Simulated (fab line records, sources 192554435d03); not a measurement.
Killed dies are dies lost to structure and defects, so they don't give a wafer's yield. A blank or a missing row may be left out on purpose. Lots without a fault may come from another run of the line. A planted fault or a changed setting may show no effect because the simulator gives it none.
fab line records | flow n5_finfet
record lots=4 wafers=12 last_day=17
route steps=1938 shown BEOL_M4@1099 BEOL_M5@1112 BEOL_M15@1813 PASSIVATION@1936
lots that met no fault: from a run of the same line without faults
start_h: hours from the record's first day to the start of the lot's first wafer shown | wait_h: hours since the lot's step before | " the same as in the row above | L1.1+2: a row that stands for several wafers | - no value, or no start given | * or withheld: withheld | < > ~ a bound
route shown NAME@n: a module of which the file shows steps, and the number in the route of the first | usual: mean/standard deviation of fault-free wafers | same: alike in all rows | chamber/n: place in a boat | sites: the reading at each site | _std_site: their standard deviation | _edge_site: outer sites' mean less inner sites' | radius_mm: how far each site lies from the wafer's centre | mask NAME#n: copy n | behind: the tool/chamber that last shaped the wafer | hold: why the lot was held/for how many hours/how that ended | device: the transistor (n, p or np) that didn't switch | end of line: the same wafers' tests at the end of the route | a step without rows: its recipe alone | killed: dies lost to structure and defects at the first sort, not the wafer's yield | map: a wafer's dies, x killed, . not, _ none there
set.NAME: the setting as run; set.NAME@STEP: as run at that earlier step | model.NAME: the simulator's own value behind a step, which no gauge read
lots at some steps of the route; a table a step, a row a wafer
services: from which hour (start_h, from the record's first day; less than 0 if before it) a tool's chamber was out of use, for how many hours, and why
## steps
# step N5_BEOL_M4_ANNEAL_95
# recipe temp_c=400 time_s=240 ambient=vacuum
# step N5_BEOL_M4_SPUTTER_96
# recipe material=Cu target_thk_a=45 temp_c=-20 chamber_pressure_pa=0.07 power_w=withheld time_s=8.29
# step N5_BEOL_M4_ECD_50
# recipe material=Cu target_thk_a=3000
# step N5_BEOL_M4_ANNEAL_51
# recipe temp_c=225 time_s=90 ambient=N2
# step N5_BEOL_M4_CMP_52
# recipe stop_on=SiOC t_overpolish_s=6.8 down_force_psi=1 platen_rpm=50 clearing_platen_down_force_psi=1.5 clearing_platen_rpm=50 post_cmp_clean=cu_alkaline target_thk_nm=40 clearing_platen_pad_velocity_m_s=0.99484 pad_velocity_m_s=0.99484
# step N5_BEOL_M4_PRE_CLEAN_60
# recipe gas=NH3/H2 time_s=15 temp_c=* rf_power_w=300
# step N5_BEOL_M4_CO_CAP_55
# recipe material=Co target_thk_a=20 temp_c=200 precursor=CCTBA/H2 pressure_torr=30 time_s=102.1
# step N5_BEOL_M4_PRE_CLEAN_56
# recipe gas=NH3 time_s=15 temp_c=withheld rf_power_w=300
# step N5_BEOL_M4_DEP_57
# recipe material=SiCN target_thk_a=80 temp_c=withheld precursor=3MS/NH3 pressure_torr=3 rf_w=202 time_s=14
# step N5_BEOL_M4_RC_MEAS_101
# usual DIBL_N=36.0/1.7 DIBL_P=36.0/2 IOFF_N=0.156/0.028 IOFF_P=0.21/0.04 ION_N=673/12 ION_P=463/8.3 SS_N=71.4/0.6 SS_P=73.3/0.66 VT_N=250/3 VT_P=-250/3.8
# columns lot.wafer tool chamber start_h wait_h DIBL_N[mV/V] DIBL_P[mV/V] IOFF_N[nA/um] IOFF_P[nA/um] ION_N[uA/um] ION_P[uA/um] SS_N[mV/dec] SS_P[mV/dec] VT_N[mV] VT_P[mV]
L324.1 prober-02 0 179.40 0.3 35.9 35.2 0.134 0.17 681 460 71.6 73.2 256 -254
L324.3 " 0 " " 35.1 34.5 0.127 0.17 660 450 71.4 72.9 254 -255
L324.4 " 0 " " 37.7 37.4 0.168 0.19 671 462 71.4 73.2 253 -254
L326.3 prober-01 0 190.76 0.3 37.4 38.2 0.173 0.26 684 472 71.7 74.2 247 -245
L326.5 " 0 " " 35.7 35.0 0.137 0.20 668 456 70.9 72.8 252 -251
L326.6 " 0 " " 35.6 34.9 0.127 0.19 654 456 72.3 72.7 252 -251
L327.2 prober-02 0 203.50 0.2 36.6 35.4 0.152 0.20 679 464 70.9 73.1 251 -252
L327.5 " 0 " " 37.0 37.2 0.158 0.23 661 459 72.0 74.2 253 -249
L327.6 " 0 " " 38.1 37.0 0.174 0.23 684 462 71.4 74.4 250 -250
L342.2 prober-02 0 296.77 0.2 36.9 37.8 0.172 0.25 665 457 71.5 73.4 248 -247
L342.5 " 0 " " 34.1 34.9 0.133 0.20 667 469 70.3 73.2 250 -247
L342.6 " 0 " " 35.9 36.5 0.173 0.23 667 461 71.0 73.6 246 -245
# step N5_BEOL_M5_ILD_DEP_00
# recipe material=SiCOH_lowk target_thk_a=1406.4 temp_c=300 precursor=DEMS/porogen pressure_torr=5 rf_w=500 time_s=25.9
# step N5_BEOL_M5_CURE_79
# recipe temp_c=385 time_s=240 ambient=He/Ar material=SiCOH_lowk
# step N5_BEOL_M5_PECVD_70
# recipe material=SiO2 target_thk_a=160 temp_c=400 precursor=TEOS/O2 pressure_torr=5.5 rf_w=450 teos_flow_sccm=53.8 gas=O2 flow_sccm=3000 time_s=18
# step N5_BEOL_M5_HM_DEP_02
# recipe material=TiN target_thk_a=200 temp_c=25 chamber_pressure_pa=0.49996
# step N5_BEOL_M5_COAT_59
# recipe resist=SOC temp_c=250 time_s=60 spin_rpm=1500 resist_thk_nm=60
# step N5_BEOL_M5_COAT_60
# recipe resist=SiARC temp_c=220 time_s=60 spin_rpm=1500 resist_thk_nm=12
# step N5_BEOL_M5_COAT_71
# recipe resist=underlayer temp_c=205 time_s=60 spin_rpm=1500 resist_thk_nm=5
# step N5_BEOL_M5_COAT_05
# recipe resist=CAR-EUV spin_rpm=1500 resist_thk_nm=30
# step N5_BEOL_M5_EBR_07
# recipe solvent=PGMEA ebr_width_mm=1.5
# step N5_BEOL_M5_SOFTBAKE_06
# recipe temp_c=110 time_s=60 resist=CAR-EUV
# step N5_BEOL_M5_EXPOSE_08
# recipe mask_id=M5 na=0.33 source_shape=annular sigma_inner=0.4 sigma_outer=0.8 polarization=unpolarized target_cd_nm=28 dose_mj=35.75
# step N5_BEOL_M5_PEB_09
# recipe peb_temp_c=100 peb_time_s=60 resist=CAR-EUV
# step N5_BEOL_M5_DEVELOP_10
# recipe develop_time_s=30 developer=TMAH resist=CAR-EUV rinse_liquid=surfactant_rinse dry=air_spin dev_temp_c=23
# step N5_BEOL_M5_DESCUM_16
# recipe chemistry=O2 time_s=7 source_power_w=50 bias_power_w=20 pressure_mtorr=20 rf_frequency_hz=2.712e+07 temp_c=40 resist=CAR-EUV o2_flow_sccm=225
# step N5_BEOL_M5_ETCH_72
# recipe chemistry=N2/H2 target=underlayer target_depth_a=65 mask_material=CAR-EUV time_s=5.2 ion_energy_ev=200 pressure_mtorr=30 source_w=840 bias_w=150 n2_flow_sccm=200 h2_flow_sccm=200 ends=cleared
# step N5_BEOL_M5_ETCH_61
# recipe chemistry=CF4 target=SiARC target_depth_a=156 mask_material=CAR-EUV time_s=26 ion_energy_ev=80 pressure_mtorr=40 source_w=545 bias_w=36 Ar_flow_sccm=100 cf4_flow_sccm=100 ends=cleared
# step N5_BEOL_M5_ETCH_62
# recipe chemistry=N2/H2 target=SOC target_depth_a=750 overetch_a=150 mask_material=SiARC temp_c=40 time_s=112.5 ion_energy_ev=200 pressure_mtorr=30 source_w=840 bias_w=150 n2_flow_sccm=200 h2_flow_sccm=200
# step N5_BEOL_M5_STRIP_63
# recipe chemistry=N2/H2 temp_c=40 n2_flow_sccm=200 h2_flow_sccm=200 rf_frequency_hz=6e+07
# step N5_BEOL_M5_STRIP_73
# recipe chemistry=N2/H2 temp_c=40 n2_flow_sccm=200 h2_flow_sccm=200 rf_frequency_hz=6e+07
# step N5_BEOL_M5_STRIP_64
# recipe chemistry=CF4 resist=SiARC power_w=300 bias_power_w=75 pressure_mtorr=50 cf4_flow_sccm=150 rf_frequency_hz=6e+07
# step N5_BEOL_M5_HM_OPEN_17
# recipe chemistry=Cl2/BCl3 target_depth_a=200 overetch_a=60 target=TiN mask_material=SOC ion_energy_ev=150 pressure_mtorr=10 icp_w=1000 bias_w=126 Cl2_flow_sccm=53.25 bcl3_flow_sccm=21.75 Ar_flow_sccm=25
# step N5_BEOL_M5_STRIP_19
# recipe chemistry=O2 power_w=400 temp_c=40 pressure_mtorr=30 rf_frequency_hz=6e+07 bias_power_w=0 overash_fraction=0.2 o2_flow_sccm=225
# step N5_BEOL_M5_COAT_65
# recipe resist=SOC temp_c=250 time_s=60 spin_rpm=1500 resist_thk_nm=60
# step N5_BEOL_M5_COAT_66
# recipe resist=SiARC temp_c=220 time_s=60 spin_rpm=1500 resist_thk_nm=12
# step N5_BEOL_M15_STRIP_37
# recipe chemistry=O2 power_w=600 temp_c=60 pressure_mtorr=30 rf_frequency_hz=6e+07 bias_power_w=0 overash_fraction=0.3 o2_flow_sccm=225
# usual bias_power_w=0/0 chamber_pressure_mTorr=30.01/0.04 drypump_motor_current_A=5.9/0.54 oes_product_au=0.83/0.083 rf_vpp_V=3.6/0.72 showerhead_plenum_p_Torr=2.11/0.07 throttle_valve_pct=16.57/0.24
# columns lot.wafer tool chamber start_h wait_h bias_power_w chamber_pressure_mTorr drypump_motor_current_A oes_product_au rf_hours_counter_h rf_vpp_V showerhead_plenum_p_Torr throttle_valve_pct
L324.1 rie_diel-02 0 264.44 - 0 29.99 5.0 0.96 17 3.5 2.22 16.34
L324.3 " 3 " " 0 30.00 6.4 0.75 181 3.2 2.08 16.79
L324.4 " 1 " " 0 29.99 6.2 0.89 24 3.4 2.04 16.47
L326.3 rie_diel-04 3 280.34 - - - - - - - - -
L326.5 " 0 " " - - - - - - - -
L326.6 " 1 " " - - - - - - - -
L327.2 rie_diel-02 1 288.21 - - - - - - - - -
L327.5 " 2 " " - - - - - - - -
L327.6 " 3 " " - - - - - - - -
L342.2 rie_diel-02 0 387.95 - 0 29.98 5.0 0.90 51 4.2 2.21 16.38
L342.5 " 1 " " 0 30.00 6.2 0.82 - 5.2 2.03 16.57
L342.6 " 2 " " 0 30.03 6.7 0.77 - 3.6 2.09 16.99
# step N5_PASSIVATION_PROBE_49
# usual defect_limited_yield=91.6/1.6 killed_at_M0_to_M3=31/10 killed_at_M4_up=14/6.3 killed_at_contacts=12/6.1 killed_at_front_end=39/12 killed_at_other=3.7/2.8 killed_dies=100/19 killed_on_rim=13/4.2 killed_open=66/14 killed_short=33/8.1 sort_bin_5_function=5.0/1.1 sort_bin_6_memory=3.2/0.66 sort_n_pass=1080/18 sort_yield_pct=91.6/1.6
# same gross_dies=1180 killed_at_back_side=0 sort_bin_4_leakage[%]=0 sort_bin_8_speed[%]=0
# columns lot.wafer tool chamber start_h wait_h defect_limited_yield[%] killed_at_M0_to_M3 killed_at_M4_up killed_at_contacts killed_at_front_end killed_at_other killed_dies killed_on_rim killed_open killed_short sort_bin_5_function[%] sort_bin_6_memory[%] sort_n_pass sort_yield_pct[%]
L326.3 prober-01 - 297.13 0.1 0 40 1082 14 38 6 1180 152 74 32 96.4 3.0 0 0
L326.5 prober-01 - 297.23 0.2 0 36 1065 10 63 6 1180 152 75 46 96.4 3.1 0 0
L326.6 prober-01 - 297.28 0.3 0 49 1098 12 21 0 1180 152 63 31 96.8 3.0 0 0
L327.2 prober-02 - 304.58 0.1 0 21 1110 10 38 1 1180 152 60 13 97.1 2.7 0 0
L327.5 prober-02 - 304.73 0.2 0 28 1085 8 53 6 1180 152 72 29 96.8 3.1 0 0
L327.6 prober-02 - 304.78 0.3 0 30 1091 7 43 9 1180 152 58 41 96.2 3.4 0 0
# killed by level:class
L326.3 BEOL_M15:area_sputter=1073 MOL_CONTACT_COAG:geometric_particle:open=11 BEOL_M0_SAQP:geometric_particle:open=10 BEOL_M3:geometric_particle:open=10 BEOL_M0_SAQP:geometric_particle:short=8 STI_FIN_REVEAL:geometric_particle:open=7 FIN_SAQP:geometric_particle:open=5 BEOL_M1:geometric_particle:open=5
L326.5 BEOL_M15:area_sputter=1059 BEOL_M0_SAQP:geometric_particle:open=16 FIN_SAQP:geometric_particle:open=13 FIN_SAQP:geometric_particle:short=11 MOL_CONTACT_COAG:geometric_particle:open=9 STI_FIN_REVEAL:geometric_particle:open=8 BEOL_M0_SAQP:geometric_particle:short=7 STARTING-WAFER:geometric_particle:short=7
L326.6 BEOL_M15:area_sputter=1086 BEOL_M3:geometric_particle:open=14 BEOL_M0_SAQP:geometric_particle:short=12 MOL_CONTACT_COAG:geometric_particle:open=8 BEOL_M1:geometric_particle:open=7 BEOL_M0_SAQP:geometric_particle:open=6 FIN_SAQP:geometric_particle:open=5 BEOL_M2:geometric_particle:open=5
L327.2 BEOL_M15:area_sputter=1104 STI_FIN_REVEAL:geometric_particle:open=16 FIN_SAQP:geometric_particle:open=9 MOL_CONTACT_COAG:geometric_particle:open=9 BEOL_M0_SAQP:geometric_particle:open=5 BEOL_M3:geometric_particle:open=5 BEOL_M0_SAQP:geometric_particle:short=4 BEOL_M1:geometric_particle:open=3
L327.5 BEOL_M15:area_sputter=1077 FIN_SAQP:geometric_particle:open=13 STI_FIN_REVEAL:geometric_particle:open=12 BEOL_M1:geometric_particle:open=9 MOL_CONTACT_COAG:geometric_particle:open=7 FIN_SAQP:geometric_particle:short=5 STI_FIN_REVEAL:geometric_particle:short=4 DUMMY_GATE:geometric_particle:short=4
L327.6 BEOL_M15:area_sputter=1078 FIN_SAQP:geometric_particle:open=8 FIN_SAQP:geometric_particle:short=8 BEOL_M0_SAQP:geometric_particle:short=8 BEOL_M3:geometric_particle:open=6 GATE_CUT:geometric_particle:short=6 BEOL_M5:geometric_particle:open=6 STI_FIN_REVEAL:geometric_particle:open=5
# map L326.3 (x killed, . not)
_________________xxxxxxxxxxxx________________
______________xxxxxxxxxxxxxxxxxx_____________
___________xxxxxxxxxxxxxxxxxxxxxxxx__________
__________xxxxxxxxxxxxxxxxxxxxxxxxxx_________
________xxxxxxxxxxxxxxxxxxxxxxxxxxxxxx_______
_______xxxxxxxxxxxxxxxxxxxxxxxxxxxxxxxx______
______xxxxxxxxxxxxxxxxxxxxxxxxxxxxxxxxxx_____
_____xxxxxxxxxxxxxxxxxxxxxxxxxxxxxxxxxxxx____
____xxxxxxxxxxxxxxxxxxxxxxxxxxxxxxxxxxxxxx___
___xxxxxxxxxxxxxxxxxxxxxxxxxxxxxxxxxxxxxxxx__
___xxxxxxxxxxxxxxxxxxxxxxxxxxxxxxxxxxxxxxxx__
__xxxxxxxxxxxxxxxxxxxxxxxxxxxxxxxxxxxxxxxxxx_
__xxxxxxxxxxxxxxxxxxxxxxxxxxxxxxxxxxxxxxxxxx_
_xxxxxxxxxxxxxxxxxxxxxxxxxxxxxxxxxxxxxxxxxxxx
_xxxxxxxxxxxxxxxxxxxxxxxxxxxxxxxxxxxxxxxxxxxx
_xxxxxxxxxxxxxxxxxxxxxxxxxxxxxxxxxxxxxxxxxxxx
_xxxxxxxxxxxxxxxxxxxxxxxxxxxxxxxxxxxxxxxxxxxx
_xxxxxxxxxxxxxxxxxxxxxxxxxxxxxxxxxxxxxxxxxxxx
_xxxxxxxxxxxxxxxxxxxxxxxxxxxxxxxxxxxxxxxxxxxx
_xxxxxxxxxxxxxxxxxxxxxxxxxxxxxxxxxxxxxxxxxxxx
_xxxxxxxxxxxxxxxxxxxxxxxxxxxxxxxxxxxxxxxxxxxx
__xxxxxxxxxxxxxxxxxxxxxxxxxxxxxxxxxxxxxxxxxx_
__xxxxxxxxxxxxxxxxxxxxxxxxxxxxxxxxxxxxxxxxxx_
___xxxxxxxxxxxxxxxxxxxxxxxxxxxxxxxxxxxxxxxx__
___xxxxxxxxxxxxxxxxxxxxxxxxxxxxxxxxxxxxxxxx__
____xxxxxxxxxxxxxxxxxxxxxxxxxxxxxxxxxxxxxx___
_____xxxxxxxxxxxxxxxxxxxxxxxxxxxxxxxxxxxx____
______xxxxxxxxxxxxxxxxxxxxxxxxxxxxxxxxxx_____
_______xxxxxxxxxxxxxxxxxxxxxxxxxxxxxxxx______
________xxxxxxxxxxxxxxxxxxxxxxxxxxxxxx_______
__________xxxxxxxxxxxxxxxxxxxxxxxxxx_________
___________xxxxxxxxxxxxxxxxxxxxxxxx__________
______________xxxxxxxxxxxxxxxxxx_____________
_________________xxxxxxxxxxxx________________
# map L327.2 (x killed, . not)
_________________xxxxxxxxxxxx________________
______________xxxxxxxxxxxxxxxxxx_____________
___________xxxxxxxxxxxxxxxxxxxxxxxx__________
__________xxxxxxxxxxxxxxxxxxxxxxxxxx_________
________xxxxxxxxxxxxxxxxxxxxxxxxxxxxxx_______
_______xxxxxxxxxxxxxxxxxxxxxxxxxxxxxxxx______
______xxxxxxxxxxxxxxxxxxxxxxxxxxxxxxxxxx_____
_____xxxxxxxxxxxxxxxxxxxxxxxxxxxxxxxxxxxx____
____xxxxxxxxxxxxxxxxxxxxxxxxxxxxxxxxxxxxxx___
___xxxxxxxxxxxxxxxxxxxxxxxxxxxxxxxxxxxxxxxx__
___xxxxxxxxxxxxxxxxxxxxxxxxxxxxxxxxxxxxxxxx__
__xxxxxxxxxxxxxxxxxxxxxxxxxxxxxxxxxxxxxxxxxx_
__xxxxxxxxxxxxxxxxxxxxxxxxxxxxxxxxxxxxxxxxxx_
_xxxxxxxxxxxxxxxxxxxxxxxxxxxxxxxxxxxxxxxxxxxx
_xxxxxxxxxxxxxxxxxxxxxxxxxxxxxxxxxxxxxxxxxxxx
_xxxxxxxxxxxxxxxxxxxxxxxxxxxxxxxxxxxxxxxxxxxx
_xxxxxxxxxxxxxxxxxxxxxxxxxxxxxxxxxxxxxxxxxxxx
_xxxxxxxxxxxxxxxxxxxxxxxxxxxxxxxxxxxxxxxxxxxx
_xxxxxxxxxxxxxxxxxxxxxxxxxxxxxxxxxxxxxxxxxxxx
_xxxxxxxxxxxxxxxxxxxxxxxxxxxxxxxxxxxxxxxxxxxx
_xxxxxxxxxxxxxxxxxxxxxxxxxxxxxxxxxxxxxxxxxxxx
__xxxxxxxxxxxxxxxxxxxxxxxxxxxxxxxxxxxxxxxxxx_
__xxxxxxxxxxxxxxxxxxxxxxxxxxxxxxxxxxxxxxxxxx_
___xxxxxxxxxxxxxxxxxxxxxxxxxxxxxxxxxxxxxxxx__
___xxxxxxxxxxxxxxxxxxxxxxxxxxxxxxxxxxxxxxxx__
____xxxxxxxxxxxxxxxxxxxxxxxxxxxxxxxxxxxxxx___
_____xxxxxxxxxxxxxxxxxxxxxxxxxxxxxxxxxxxx____
______xxxxxxxxxxxxxxxxxxxxxxxxxxxxxxxxxx_____
_______xxxxxxxxxxxxxxxxxxxxxxxxxxxxxxxx______
________xxxxxxxxxxxxxxxxxxxxxxxxxxxxxx_______
__________xxxxxxxxxxxxxxxxxxxxxxxxxx_________
___________xxxxxxxxxxxxxxxxxxxxxxxx__________
______________xxxxxxxxxxxxxxxxxx_____________
_________________xxxxxxxxxxxx________________
## services
# columns tool chamber start_h hours kind
rie_diel-04 2 265.06 - clean
rie_diel-04 2 265.06 - consumable_replace:focus_ring
rie_diel-04 2 265.06 27.9 scheduled_down
rie_diel-04 2 265.06 27.9 vent_cycle
rie_diel-02 0 324.30 6.3 repair
## key
first_sign step=N5_BEOL_M15_STRIP_37 reading=tool_record direction=missing
effect step=N5_PASSIVATION_PROBE_49 reading=killed_at_M4_up direction=up sigmas=99+ usual=14 struck=1088
more_kills_born_at N5_BEOL_M15_SPUTTER_43@pvd_sputter-02=3259 N5_BEOL_M15_SPUTTER_43@pvd_sputter-01=3218
met_at N5_BEOL_M15_STRIP_37
struck_wafers L326.3,L326.5,L326.6,L327.2,L327.5,L327.6
later_rows_left_out L326.3,L326.5,L326.6,L327.2,L327.5,L327.6
onset_between 264.44 280.34
fault kind=skipped_step_whole tool=rie_diel-02,rie_diel-04 chamber=- onset_h=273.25 steps=N5_BEOL_M15_STRIP_37 scope=struck_lots_only
# later_rows_left_out: the simulator's readings of these wafers behind a module that went badly wrong aren't trusted and aren't shown, but for the sort
